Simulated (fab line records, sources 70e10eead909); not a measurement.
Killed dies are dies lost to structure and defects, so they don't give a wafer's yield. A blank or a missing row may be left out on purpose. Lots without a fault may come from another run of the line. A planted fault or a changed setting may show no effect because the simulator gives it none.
fab line records | flow nand_harc
record lots=5 wafers=15 last_day=25
route steps=1159 shown P_BONDPAD@365 A_ZERO_WELL@390 END@1159
lots that met no fault: from a run of the same line without faults
start_h: hours from the record's first day to the start of the lot's first wafer shown | wait_h: hours since the lot's step before | " the same as in the row above | L1.1+2: a row that stands for several wafers | - no value, or no start given | * or withheld: withheld | < > ~ a bound
route shown NAME@n: a module of which the file shows steps, and the number in the route of the first | usual: mean/standard deviation of fault-free wafers | same: alike in all rows | chamber/n: place in a boat | sites: the reading at each site | _std_site: their standard deviation | _edge_site: outer sites' mean less inner sites' | radius_mm: how far each site lies from the wafer's centre | mask NAME#n: copy n | behind: the tool/chamber that last shaped the wafer | hold: why the lot was held/for how many hours/how that ended | device: the transistor (n, p or np) that didn't switch | end of line: the same wafers' tests at the end of the route | a step without rows: its recipe alone | killed: dies lost to structure and defects at the first sort, not the wafer's yield | map: a wafer's dies, x killed, . not, _ none there
set.NAME: the setting as run; set.NAME@STEP: as run at that earlier step | model.NAME: the simulator's own value behind a step, which no gauge read
lots at some steps of the route; a table a step, a row a wafer
services: from which hour (start_h, from the record's first day; less than 0 if before it) a tool's chamber was out of use, for how many hours, and why
## steps
# step NHARC_P_BONDPAD_OVL_MEAS_38
# usual overlay_x_nm=1/4.4 overlay_y_nm=0/6
# columns lot.wafer tool chamber start_h wait_h overlay_x_nm overlay_y_nm
L617.2 overlay-02 - 132.71 - 1 -1
L617.4 " - " " 0 -2
L617.5 " - " " 1 -1
L630.3 overlay-01 - 202.52 - 3 5
L630.4 " - " " 4 5
L630.5 " - " " 4 5
L633.3 overlay-02 - 230.05 - 6 -12
L633.5 " - " " 5 -11
L633.6 " - " " 5 -11
L638.3 overlay-02 - 249.33 - 5 -1
L638.4 " - " " 5 -1
L638.5 " - " " 5 -1
L639.1 overlay-01 - 262.55 - 5 -1
L639.3 " - " " 6 -1
L639.6 " - " " 5 0
# step NHARC_P_BONDPAD_HARDBAKE_10
# recipe temp_c=118 time_s=65
# step NHARC_P_BONDPAD_DESCUM_11
# recipe time_s=3 o2_flow_sccm=200 ar_flow_sccm=0 bias_power_w=0 chemistry=O2
# step NHARC_P_BONDPAD_ETCH_37
# recipe target_depth_a=600 overetch_a=180 time_s=65.91 ion_energy_ev=200 n2_flow_sccm=150 h2_flow_sccm=150 ar_flow_sccm=0 rf_w=400 bias_w=150 chemistry=N2/H2
# usual drypump_motor_current_A=5.9/0.37 h2_flow_sccm=150.0/0.46 oes_product_au=0.995/0.0092 rf_vpp_V=430.1/2.9 showerhead_plenum_p_Torr=2.02/0.1 throttle_valve_pct=14.171/0.01
# columns lot.wafer tool chamber start_h wait_h drypump_motor_current_A h2_flow_sccm oes_product_au rf_hours_counter_h rf_vpp_V showerhead_plenum_p_Torr throttle_valve_pct
L617.2 rie_diel-01 1 132.94 0.1 5.6 149.8 1.017 62 427.6 1.93 14.170
L617.5 " 0 " " 5.8 149.7 0.998 - 429.4 2.02 14.153
L617.4 " 1 " " 5.6 149.9 1.018 - 425.5 1.93 14.174
L630.4 rie_diel-08 0 202.73 0.1 5.4 149.6 1.007 6 434.4 2.19 14.171
L630.3 " 3 " " 6.5 149.6 0.992 7 430.4 2.00 14.155
L630.5 " 0 " " 5.4 150.2 1.002 - 434.5 2.19 14.171
L633.3 rie_diel-01 0 230.27 0.1 5.8 150.1 1.002 32 431.8 2.01 14.165
L633.5 " 2 " " 5.8 150.4 1.006 - 425.9 1.93 14.173
L633.6 " 3 " " 6.0 149.5 0.988 - 431.8 2.06 14.174
L638.3 rie_diel-01 3 249.54 0.1 6.0 150.1 0.991 43 430.4 2.06 14.188
L638.4 " 0 " " 5.7 149.7 0.989 40 428.9 2.01 14.182
L638.5 " 2 " " 5.8 149.7 0.988 - 427.0 1.93 14.172
L639.1 rie_diel-08 3 262.77 0.1 6.5 150.1 0.999 13 429.8 1.99 14.181
L639.3 " 1 " " 5.9 150.5 0.998 13 431.5 2.09 14.175
L639.6 " 2 " " 5.9 149.9 0.984 - 427.7 1.90 14.176
# step NHARC_P_BONDPAD_ETCH_12
# recipe target_depth_a=2000 time_s=100 chf3_flow_sccm=50 o2_flow_sccm=10 ar_flow_sccm=200 rf_w=500 bias_w=200 chemistry=CHF3/O2
# usual drypump_motor_current_A=5.9/0.4 oes_product_au=0.935/0.022 rf_vpp_V=370.3/2.4 showerhead_plenum_p_Torr=2.38/0.11 throttle_valve_pct=20.572/0.009
# columns lot.wafer tool chamber start_h wait_h drypump_motor_current_A oes_product_au rf_hours_counter_h rf_vpp_V showerhead_plenum_p_Torr throttle_valve_pct
L617.2 rie_diel-01 3 - - 6.0 0.918 61 371.6 2.44 20.571
L617.5 " 1 " " 5.6 0.949 - 367.5 2.28 20.571
L617.4 " 0 " " 5.7 0.931 - 369.9 2.38 20.567
L630.4 rie_diel-08 1 - - 5.9 0.970 7 370.7 2.46 20.571
L630.3 " 3 " " 6.5 0.953 7 370.9 2.35 20.578
L630.5 " 2 " " 5.9 0.943 - 366.0 2.25 20.570
L633.3 rie_diel-01 0 - - 5.8 0.904 32 371.8 2.37 20.555
L633.5 " 0 " " 5.7 0.909 - 370.6 2.37 20.562
L633.6 " 1 " " 5.6 0.912 - 367.8 2.27 20.576
L638.3 rie_diel-01 1 - - 5.6 0.973 42 367.0 2.26 20.587
L638.4 " 2 " " 5.8 0.976 36 368.1 2.28 20.575
L638.5 " 1 " " 5.6 0.990 - 366.7 2.26 20.573
L639.1 rie_diel-08 2 - - 5.9 0.915 13 367.3 2.25 20.580
L639.3 " 0 " " 5.4 0.931 13 374.0 2.57 20.569
L639.6 " 2 " " 6.0 0.923 - 368.4 2.25 20.577
# step NHARC_P_BONDPAD_CD_MEAS_13
# usual cd_nm=497.7/2
# columns lot.wafer tool chamber start_h wait_h cd_nm
L617.2 cd_sem-03 - 133.20 - 495.3
L617.4 " - " " 497.3
L617.5 " - " " 494.3
L630.3 cd_sem-01 - 202.96 - 493.1
L630.4 " - " " 498.7
L630.5 " - " " 498.1
L633.3 cd_sem-01 - 230.49 - 498.6
L633.5 " - " " 502.1
L633.6 " - " " 499.1
L638.3 cd_sem-03 - 249.77 - 499.6
L638.4 " - " " 497.5
L638.5 " - " " 499.8
L639.1 cd_sem-01 - 262.99 - 498.1
L639.3 " - " " 498.5
L639.6 " - " " 496.7
# step NHARC_P_BONDPAD_STRIP_15
# recipe o2_flow_sccm=500 ar_flow_sccm=0 bias_w=0 chemistry=O2
# step NHARC_P_BONDPAD_ETCH_24
# recipe target_depth_a=300 over_etch_frac=0.3 time_s=72.99 ion_energy_ev=150 cf4_flow_sccm=50 n2_flow_sccm=100 ar_flow_sccm=150 rf_w=300 bias_w=100 chemistry=CF4/N2
# step NHARC_P_BONDPAD_STRIP_16
# recipe time_s=600 temp_c=30 chemistry=post_etch_residue_remover
# step NHARC_P_BONDPAD_DEGAS_25
# recipe temp_c=300 time_s=60
# step NHARC_P_BONDPAD_PRE_CLEAN_26
# recipe time_s=30 temp_c=280 gas=H2/He
# usual heater_power_w=416/39
# columns lot.wafer tool chamber start_h wait_h heater_power_w
L617.4 pvd_sputter-01 - - - 435
L617.2 " - " " 476
L617.5 " - " " 409
L630.3 pvd_sputter-01 - - - 404
L630.4 " - " " 461
L630.5 " - " " 396
L633.3 pvd_sputter-03 - - - 392
L633.6 " - " " 433
L633.5 " - " " 405
L638.4 pvd_sputter-03 - - - 414
L638.3 " - " " 443
L638.5 " - " " 446
L639.3 pvd_sputter-03 - - - 443
L639.1 " - " " 432
L639.6 " - " " 336
# step NHARC_P_BONDPAD_PVD_17
# recipe target_thk_a=50 bias_v=168.6 power_w=15000 chamber_pressure_pa=0.12 time_s=8.06 substrate_temp_c=50 material=TaN
# usual throttle_valve_pct=29.8/1.1
# columns lot.wafer tool chamber start_h wait_h throttle_valve_pct
L617.2 pvd_sputter-01 - - - 30.1
L617.4 " - " " 30.9
L617.5 " - " " 30.3
L630.4 pvd_sputter-01 - - - 29.9
L630.3 " - " " 30.4
L630.5 " - " " 30.2
L633.3 pvd_sputter-03 - - - 29.9
L633.5 " - " " 29.1
L633.6 " - " " 27.5
L638.4 pvd_sputter-03 - - - 27.8
L638.3 " - " " 30.0
L638.5 " - " " 29.2
L639.3 pvd_sputter-03 - - - 28.0
L639.1 " - " " 30.0
L639.6 " - " " 28.8
# step NHARC_P_BONDPAD_PVD_27
# recipe target_thk_a=300 chamber_pressure_pa=5 power_w=5000 substrate_temp_c=30 time_s=20.49 material=Cu
# usual throttle_valve_pct=29.9/1.1
# columns lot.wafer tool chamber start_h wait_h throttle_valve_pct
L617.4 pvd_sputter-01 - 134.04 - 30.3
L617.2 " - " " 29.9
L617.5 " - " " 29.8
L630.3 pvd_sputter-01 - 203.82 - 29.7
L630.4 " - " " 29.8
L630.5 " - " " 29.6
L633.3 pvd_sputter-03 - 231.34 - 28.0
L633.5 " - " " 27.9
L633.6 " - " " 30.0
L638.4 pvd_sputter-03 - 250.62 - 30.1
L638.3 " - " " 29.1
L638.5 " - " " 29.7
L639.1 pvd_sputter-03 - 263.85 - 29.3
L639.3 " - " " 30.0
L639.6 " - " " 29.7
# step NHARC_P_BONDPAD_ECD_18
# recipe target_thk_a=4000 bath_temp_c=25 material=Cu
# step NHARC_P_BONDPAD_ANNEAL_28
# recipe temp_c=225 time_s=90
# step NHARC_P_BONDPAD_CMP_19
# recipe t_overpolish_s=30 cu_recess_touch_s=16 target_thk_nm=160.81
# usual edge_zone_pressure_frac=1.000/0.0049 motor_current_A=12.5/1.4 overpolish_run_s=29.999/0.01 slurry_flow_ml_min=150.0/0.51
# columns lot.wafer tool chamber start_h wait_h edge_zone_pressure_frac motor_current_A overpolish_run_s slurry_flow_ml_min
L617.4 cmp-03 3 134.92 - 0.994 13.4 30.018 150.1
L617.2 " 2 " " 0.997 14.0 29.996 149.8
L617.5 " 3 " " 0.998 12.7 30.004 150.5
L630.3 cmp-03 3 204.68 - 0.989 13.0 29.993 150.1
L630.4 " 0 " " 0.995 13.3 30.013 149.9
L630.5 " 3 " " 1.002 12.9 30.005 149.8
L633.3 cmp-03 2 232.28 - 1.012 14.5 29.981 150.1
L633.6 " 3 " " 0.996 11.7 29.991 149.7
L633.5 " 0 " " 1.003 13.2 30.002 150.2
L638.4 cmp-03 0 251.54 - 1.001 12.9 30.000 149.8
L638.3 " 1 " " 0.999 12.6 30.011 150.2
L638.5 " 0 " " 1.000 13.8 29.988 150.6
L639.3 cmp-03 3 264.89 - 0.996 13.4 30.007 150.0
L639.1 " 2 " " 1.003 14.6 29.996 148.6
L639.6 " 3 " " 1.005 12.6 29.995 149.4
# step NHARC_P_BONDPAD_SRD_21
# recipe time_s=30 temp_c=23 dry_time_s=20 spin_rpm=1500
# step NHARC_P_BONDPAD_ACTIVATE_29
# recipe time_s=60 n2_flow_sccm=200 ar_flow_sccm=0 bias_power_w=0 chemistry=N2
# step NHARC_P_BONDPAD_PRECLEAN_30
# recipe time_s=300 temp_c=23 chemistry=DIW
# step NHARC_P_BONDPAD_SRD_31
# recipe time_s=30 temp_c=23 dry_time_s=20 spin_rpm=1500
# step NHARC_A_ZERO_WELL_PRECLEAN_00
# recipe time_s=600 temp_c=120 chemistry=SPM
# step NHARC_A_ZERO_WELL_SRD_01
# step NHARC_A_ZERO_WELL_DEHYDRATE_02
# recipe temp_c=150 time_s=120
# step NHARC_A_ZERO_WELL_HMDS_03
# recipe time_s=30
# step NHARC_A_ZERO_WELL_COAT_18
# recipe temp_c=200 time_s=65
# step NHARC_A_ZERO_WELL_COAT_04
# recipe spin_rpm=2000 resist_thk_nm=600
# step NHARC_A_ZERO_WELL_SOFTBAKE_05
# recipe temp_c=125 time_s=70
# step NHARC_A_ZERO_WELL_EBR_06
# step NHARC_A_ZERO_WELL_EXPOSE_07
# recipe na=0.55 dose_mj=33.85 mask_id=A_ZERO
# step NHARC_A_ZERO_WELL_PEB_08
# recipe peb_temp_c=128 peb_time_s=80
# step NHARC_A_ZERO_WELL_DEVELOP_09
# recipe time_s=50 dev_temp_c=22
# step NHARC_A_ZERO_WELL_CD_MEAS_10
# recipe target_cd_nm=2000 landing_energy_ev=500
# usual cd_nm=1998.7/1.7
# columns lot.wafer tool chamber start_h wait_h cd_nm
L617.2 cd_sem-02 0 136.79 - 1998.7
L617.4 " 0 " " 1997.8
L617.5 " 0 " " 1997.3
L630.3 cd_sem-03 0 206.43 - 1996.2
L630.4 " 0 " " 1998.5
L630.5 " 0 " " 1998.5
L633.3 cd_sem-03 0 234.06 - 2001.6
L633.5 " 0 " " 2001.5
L633.6 " 0 " " 1999.2
L638.3 cd_sem-02 0 253.39 - 1997.3
L638.4 " 0 " " 1998.3
L638.5 " 0 " " 1995.7
L639.1 cd_sem-02 0 266.66 - 2000.0
L639.3 " 0 " " 1998.4
L639.6 " 0 " " 1998.0
# step NHARC_A_ZERO_WELL_HARDBAKE_11
# recipe temp_c=118 time_s=65
# step NHARC_A_ZERO_WELL_DESCUM_12
# recipe time_s=3 o2_flow_sccm=200 ar_flow_sccm=0 bias_power_w=0 chemistry=O2
# step NHARC_A_ZERO_WELL_ETCH_19
# recipe target_depth_a=800 overetch_a=240 time_s=87.88 ion_energy_ev=200 n2_flow_sccm=150 h2_flow_sccm=150 ar_flow_sccm=0 rf_w=400 bias_w=150 chemistry=N2/H2
# step NHARC_A_ZERO_WELL_ETCH_13
# recipe target_depth_a=1200 time_s=40.1 hbr_flow_sccm=150 cl2_flow_sccm=50 rf_w=400 icp_w=400 bias_w=100 chemistry=HBr/Cl2
# step NHARC_A_ZERO_WELL_STRIP_14
# recipe time_s=900 temp_c=130 chemistry=SPM
# step NHARC_END_SORT_01
# recipe temp_c=25
# usual defect_limited_yield=95.6/1.6 killed_at_array=26/11 killed_at_other=0.4/0.78 killed_at_periphery=3.4/2.4 killed_dies=29/11 killed_open=3.1/1.9 killed_short=1.9/1.4 sort_bin_2_pct=1.3/0.63 sort_bin_3_pct=0.20/0.18 sort_bin_4_pct=2.8/1.1 sort_n_pass=648/11 sort_rim_yield_pct=95/3.4 sort_yield_pct=95.6/1.6
# same gross_dies=677 sort_bin_5_pct[%]=0 sort_bin_6_pct[%]=0 sort_bin_7_pct[%]=0 sort_bin_8_pct[%]=0 sort_rim_n_gross=106.00
# columns lot.wafer tool chamber start_h wait_h defect_limited_yield[%] killed_at_array killed_at_other killed_at_periphery killed_dies killed_open killed_short sort_bin_2_pct[%] sort_bin_3_pct[%] sort_bin_4_pct[%] sort_n_pass sort_rim_yield_pct[%] sort_yield_pct[%]
L617.2 prober-02 0 521.81 2.8 97.9 12 0 2 14 0 1 0.7 0.15 1.2 663 97 97.9
L617.4 prober-02 0 523.41 3.4 97.0 18 0 2 20 1 1 1.0 0.15 1.8 657 97 97.0
L617.5 prober-02 0 524.20 3.7 95.3 29 0 3 32 3 1 2.1 0.15 2.5 645 97 95.3
L630.3 prober-01 0 561.58 3.0 86.1 32 1 61 94 2 1 6.4 2.51 5.0 583 92 86.1
L630.4 prober-01 0 562.37 3.3 93.6 34 3 6 43 4 2 1.9 0.74 3.7 634 90 93.6
L630.5 prober-01 0 563.16 3.7 94.1 31 4 5 40 0 2 2.2 0.15 3.5 637 88 94.1
L633.3 prober-02 0 577.42 3.1 96.5 20 0 4 24 1 2 1.3 0.30 1.9 653 93 96.5
L633.5 prober-02 0 578.99 3.6 94.2 28 1 10 39 6 3 1.3 0.30 4.1 638 89 94.2
L633.6 prober-02 0 579.78 3.9 93.9 34 0 7 41 2 2 1.8 0.30 4.0 636 95 93.9
# killed by level:class
L617.2 A_STAIRCASE:chamber_film_flake=3 P_GATE:chamber_film_flake=2 A_SGD_CUT:chamber_film_flake=2 A_SLIT:chamber_film_flake=2 A_CONTACT:chamber_film_flake=2 A_CONTACT:geometric_particle:short=1 A_CHANNEL_HOLE_D1:chamber_film_flake=1 A_BONDPAD:chamber_film_flake=1
L617.4 A_SLIT:chamber_film_flake=11 A_STAIRCASE:chamber_film_flake=2 A_SGD_CUT:chamber_film_flake=2 A_CHANNEL_FILL_D1:geometric_particle:open=1 A_M1:geometric_particle:short=1 P_GATE:chamber_film_flake=1 P_M2:chamber_film_flake=1 A_BLC:chamber_film_flake=1
L617.5 A_SLIT:chamber_film_flake=11 A_SGD_CUT:chamber_film_flake=7 A_STAIRCASE:chamber_film_flake=6 A_WL_FILL:chamber_film_flake=2 P_M1:geometric_particle:open=1 A_CHANNEL_HOLE_D1:geometric_particle:open=1 A_WL_FILL:geometric_particle:open=1 A_M1:geometric_particle:short=1
L630.3 P_BONDPAD:unspecified=59 A_CHANNEL_HOLE_D1:chamber_film_flake=16 A_SLIT:chamber_film_flake=7 A_SGD_CUT:chamber_film_flake=4 A_CONTACT:chamber_film_flake=2 P_M0:geometric_particle:open=1 A_SOURCE_PLATE:geometric_particle:short=1 A_WL_FILL:geometric_particle:open=1
L630.4 A_SLIT:chamber_film_flake=14 A_CHANNEL_HOLE_D1:chamber_film_flake=10 A_CONTACT:chamber_film_flake=5 HYBRID_BOND:chamber_film_flake=3 P_M0:geometric_particle:short=2 A_CONTACT:geometric_particle:open=2 A_WL_FILL:chamber_film_flake=2 P_M0:geometric_particle:open=1
L630.5 A_CHANNEL_HOLE_D1:chamber_film_flake=13 A_SLIT:chamber_film_flake=7 A_CONTACT:chamber_film_flake=6 P_ZERO_WELL:chamber_film_flake=3 HYBRID_BOND:chamber_film_flake=3 P_GATE:chamber_film_flake=2 A_SGD_CUT:chamber_film_flake=2 A_SGD_CUT:geometric_particle:short=1
L633.3 A_CONTACT:chamber_film_flake=9 A_SLIT:chamber_film_flake=4 A_CHANNEL_HOLE_D1:chamber_film_flake=3 P_GATE:chamber_film_flake=2 P_GATE:geometric_particle:open=1 A_ONON_D1:geometric_particle:short=1 A_WL_FILL:geometric_particle:short=1 P_M2:chamber_film_flake=1
L633.5 A_CONTACT:chamber_film_flake=11 A_SLIT:chamber_film_flake=7 P_M2:chamber_film_flake=6 P_GATE:geometric_particle:short=2 A_CHANNEL_FILL_D1:geometric_particle:open=2 A_CONTACT:geometric_particle:open=2 A_STAIRCASE:chamber_film_flake=2 P_CONTACT:geometric_particle:open=1
L633.6 A_SLIT:chamber_film_flake=20 A_CONTACT:chamber_film_flake=6 P_M2:chamber_film_flake=5 A_CHANNEL_HOLE_D1:chamber_film_flake=4 A_WL_FILL:geometric_particle:short=2 P_ZERO_WELL:chamber_film_flake=2 A_ONON_D1:geometric_particle:open=1 A_M0:geometric_particle:open=1
# map L630.3 (x killed, . not)
____________.____________
_________......._________
_______..........._______
______.xx..........______
_____..xxxxx........_____
____..xxxxx..........____
____..xxxxxxx.......x____
___x..xxxxxx.x.......x___
___..xxxxxxxx........x___
__...xxxxxxxx........xx__
__...xxxxxxxx..x......x__
_.....xxxxxx..........x._
_....xxxxxxx...........x_
_.....xxxxxx.x.........._
_......x..xx.....x......_
_........x.............._
.x.......................
.........................
.........................
.x.x.....................
....x....................
_......x..............x._
_......................._
_...x..................._
_......................._
_......................._
__.....................__
__................x....__
___...................___
___...................___
____.................____
____.................____
_____.......x......._____
______.............______
_______..........._______
_________......._________
____________.____________
# map L617.5 (x killed, . not)
____________.____________
_________......._________
_______..........._______
______.............______
_____..............._____
____................x____
____.................____
___...................___
___.....x.............___
__...x.................__
__.......x.............__
_......................._
_......................._
_......................._
_......x................_
_......................._
.........................
.....x...................
.........................
...x.....................
x..............x.xx......
_.............x.xx.x...._
_..............xx.x....._
_.....x................._
_..............x.x......_
_..............xxx......_
__..............x......__
__...........x....x....__
___...................___
___..............x....___
____..........x......____
____.........x.......____
_____..............._____
______.............______
_______.....x....._______
_________....x.._________
____________.____________
## services
# columns tool chamber start_h hours kind
rie_diel-01 0 117.03 - clean
rie_diel-01 1 117.03 - clean
rie_diel-01 2 117.03 - clean
rie_diel-01 3 117.03 - clean
rie_diel-08 - 124.80 9.0 pm
rie_diel-01 2 126.58 - consumable_replace:focus_ring
rie_diel-01 2 126.58 9.0 scheduled_down
rie_diel-01 2 126.58 9.0 vent_cycle
rie_diel-08 - 134.70 0.3 repair
cmp-03 - 137.70 0.5 repair
rie_diel-01 - 137.82 9.0 pm
rie_diel-01 0 137.82 9.0 vent_cycle
pvd_sputter-03 - 140.79 10.0 pm
cmp-03 - 156.00 4.0 pm
pvd_sputter-01 - 158.00 10.0 pm
cmp-03 - 164.23 0.9 repair
rie_diel-01 2 173.13 22.8 repair
cmp-03 - 186.54 4.2 repair
cmp-03 - 205.01 1.2 repair
cmp-03 - 218.25 2.6 repair
cmp-03 - 254.00 4.0 pm
rie_diel-01 1 255.60 2.0 repair
cmp-03 - 260.32 0.7 repair
rie_diel-01 0 260.84 5.2 repair
## key
first_sign step=NHARC_END_SORT_01 reading=killed_at_periphery direction=up sigmas=24 usual=3.4 struck=61
effect step=NHARC_END_SORT_01 reading=killed_dies direction=up sigmas=6 usual=29 struck=94
more_kills_born_at NHARC_P_BONDPAD_PVD_27@pvd_sputter-01=59
met_at NHARC_P_BONDPAD_PVD_27
struck_wafers L630.3
fault kind=chamber_particle_source tool=pvd_sputter-01 chamber=- onset_h=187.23 steps=NHARC_P_BONDPAD_PVD_27 rate_per_visit_cm2=0.43972 end_h=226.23 scope=struck_wafers_only
